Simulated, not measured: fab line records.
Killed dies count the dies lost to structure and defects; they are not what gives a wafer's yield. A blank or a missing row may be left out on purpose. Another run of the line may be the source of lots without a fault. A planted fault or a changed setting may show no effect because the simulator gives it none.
A struck lot beside a sound one	flow nandHarc	40 out of 1159 route steps
Sound: wafers L398.1, L398.5, L398.6. Wafers L404.2, L404.3, L404.6 were the ones struck. At the end, the cause is stated.
Per side, at each step with rows, come the tool, then ch with its chambers, and then its first start. Under that, the readings that differ: sound wafers	struck wafers	difference of the means	sigmas: that difference in standard deviations of wafers without a fault.
alike: readings whose means differ by less than 2 such deviations, and words and numbers that are the same on both sides. not compared: withheld readings, readings that some wafer has no value for, bounds like >300 that may hide the same value, and numbers for which the record gives no deviation and whose values overlap.
A row with sigmas, a row that says differs or no value, or rows on one side alone: a step with any of these is where the two part. When numbers do not overlap yet have no deviation, they are printed without sigmas and do not part them. Lack of a reading on every wafer of one side parts them only where that side has two or more wafers.

NHARC_A_M0_OVL_MEAS_10: pitch 160 nm.
  sound on overlay-01, day 18 08:07; struck on overlay-02, day 19 22:35
  alike: overlayXNm, overlayYNm
NHARC_A_M0_INSPECT_11:
  sound on defectInspect-02, day 18 08:10; struck on defectInspect-02, day 19 22:37
  alike: rawDefectCount
then, 3 steps without rows for these wafers: NHARC_A_M0_DESCUM_14 (chemistry O2, time 3 s); NHARC_A_M0_ETCH_34 (etches the open film in N2/H2, target depth 40 nm, overetch 12 nm, time 43.94 s); NHARC_A_M0_ETCH_15 (etches the open film in C4F8/Ar, target depth 150 nm, overetch 15 nm, time 82.5 s).
NHARC_A_M0_CD_MEAS_16:
  sound on cdSem-03, day 18 08:31; struck on cdSem-03, day 19 22:59
  alike: cdNm
then, 2 steps without rows for these wafers: NHARC_A_M0_STRIP_18 (strips in N2/H2); NHARC_A_M0_STRIP_19 (strips in post etch residue remover, time 600 s).
NHARC_A_M0_DEGAS_28: time 60 s.
  sound on pvdSputter-03, day 18 09:08; struck on pvdSputter-03, day 19 23:36
  alike: heaterPowerW
NHARC_A_M0_PRE_CLEAN_29: time 30 s.
  sound on pvdSputter-03; struck on pvdSputter-03
  alike: heaterPowerW
then, 2 steps without rows for these wafers: NHARC_A_M0_PVD_20 (deposits TaN, target thk 5 nm, time 8.06 s); NHARC_A_M0_PVD_21 (deposits Cu, target thk 30 nm, time 20.49 s).
NHARC_A_M0_ECD_22: material Cu, target thk 400 nm.
  sound on ecdCu-01 ch 0,1, day 18 09:29; struck on ecdCu-02 ch 0,1, day 19 23:57
then, 2 steps without rows for these wafers: NHARC_A_M0_ANNEAL_30 (time 90 s); NHARC_A_M0_CMP_23 (polishes, t overpolish 20 s, target thk 113.75 nm).
NHARC_A_M0_THK_MEAS_24: measures by xrf.
  sound on filmMetro-01, day 18 10:32; struck on filmMetro-01, day 20 01:01
  alike: thkNm
then, 2 steps without rows for these wafers: NHARC_A_M0_SRD_25; NHARC_A_M0_PRE_CLEAN_31 (time 12 s).
NHARC_A_M0_DEP_32: deposits SiCN, target thk 30 nm.
  sound on pecvd-02 ch 0,1,2, day 18 10:51; struck on pecvd-02 ch 0,1,2, day 20 01:19
  alike: heaterPowerW
then, 10 steps without rows for these wafers: NHARC_A_M1_DEP_00 (deposits SiOC, target thk 182.5 nm); NHARC_A_M1_DEHYDRATE_01 (time 120 s); NHARC_A_M1_HMDS_02 (time 30 s); NHARC_A_M1_COAT_34 (time 65 s); NHARC_A_M1_COAT_03 (resist thk 90 nm); NHARC_A_M1_SOFTBAKE_04 (time 55 s); NHARC_A_M1_EBR_05; NHARC_A_M1_EXPOSE_06 (exposes mask A M1, target cd 120 nm); NHARC_A_M1_PEB_07 (peb time 65 s); NHARC_A_M1_DEVELOP_08 (develop time 35 s).
NHARC_A_M1_CD_MEAS_09: target cd 120 nm.
  sound on cdSem-02 ch 0, day 18 12:05; struck on cdSem-01 ch 0, day 20 02:35
  alike: cdNm
NHARC_A_M1_OVL_MEAS_10: pitch 240 nm.
  sound on overlay-02, day 18 12:10; struck on overlay-02, day 20 02:41
reading	sound	struck	difference	sigmas
overlayYNm (nm)	-2.9 -2.0 -2.2	0.1 0.4 0.0	+2.5	+3
  alike: overlayXNm
then, 3 steps without rows for these wafers: NHARC_A_M1_DESCUM_14 (chemistry O2, time 3 s); NHARC_A_M1_ETCH_35 (etches the open film in N2/H2, target depth 40 nm, overetch 12 nm, time 43.94 s); NHARC_A_M1_ETCH_15 (etches the open film in C4F8/Ar, target depth 182.5 nm, time 91.2 s).
NHARC_A_M1_CD_MEAS_16:
  sound on cdSem-01, day 18 12:34; struck on cdSem-02, day 20 03:05
  alike: cdNm
NHARC_A_M1_STRIP_18: strips in N2/H2.
  sound on rieDiel-10 ch 1,2, day 18 12:38; struck on rieDiel-01 ch 1,2,3, day 20 03:13
  alike: drypumpMotorCurrentA, oesProductAu, rfVppV, showerheadPlenumPTorr, throttleValvePct
  not compared: rfHoursCounterH
then, 2 steps without rows for these wafers: NHARC_A_M1_ETCH_28 (etches the open film in CF4/N2, target depth 30 nm, time 72.99 s); NHARC_A_M1_STRIP_19 (strips in post etch residue remover, time 600 s).
NHARC_A_M1_DEGAS_29: time 60 s.
  sound on pvdSputter-03, day 18 13:19; struck on pvdSputter-02, day 20 03:49
  alike: heaterPowerW
NHARC_END_SORT_01:
  sound on prober-02 ch 0, day 20 09:06; struck on prober-01 ch 0, day 21 16:56
reading	sound	struck	difference	sigmas
defectLimitedYield (%)	94.4 97.3 96.8	41.4 39.9 40.2	-55.7	-37
killedAtArray	37 17 21	391 403 398	+372	+37
killedDies	38 18 22	397 407 405	+377	+38
sort_bin_2_pct (%)	1.9 0.3 0.7	20.5 22.2 21.6	+20.5	+32
sort_bin_3_pct (%)	0.15 0.15 0	3.84 4.43 4.87	+4.28	+18
sort_bin_4_pct (%)	3.5 2.2 2.5	34.3 33.5 33.4	+31.0	+33
sortNPass	639 659 655	280 270 272	-377	-38
sortRimYieldPct (%)	98.1 95.3 100.0	43.4 40.6 39.6	-56.6	-22
sortYieldPct (%)	94.4 97.3 96.8	41.4 39.9 40.2	-55.7	-37
  alike: killedAtOther, killedAtPeriphery, killedOpen, killedShort

## WHERE THEY PART
At NHARC_A_M1_OVL_MEAS_10 first; at NHARC_END_SORT_01 last (within this record only).

WHY: what the simulator had put in
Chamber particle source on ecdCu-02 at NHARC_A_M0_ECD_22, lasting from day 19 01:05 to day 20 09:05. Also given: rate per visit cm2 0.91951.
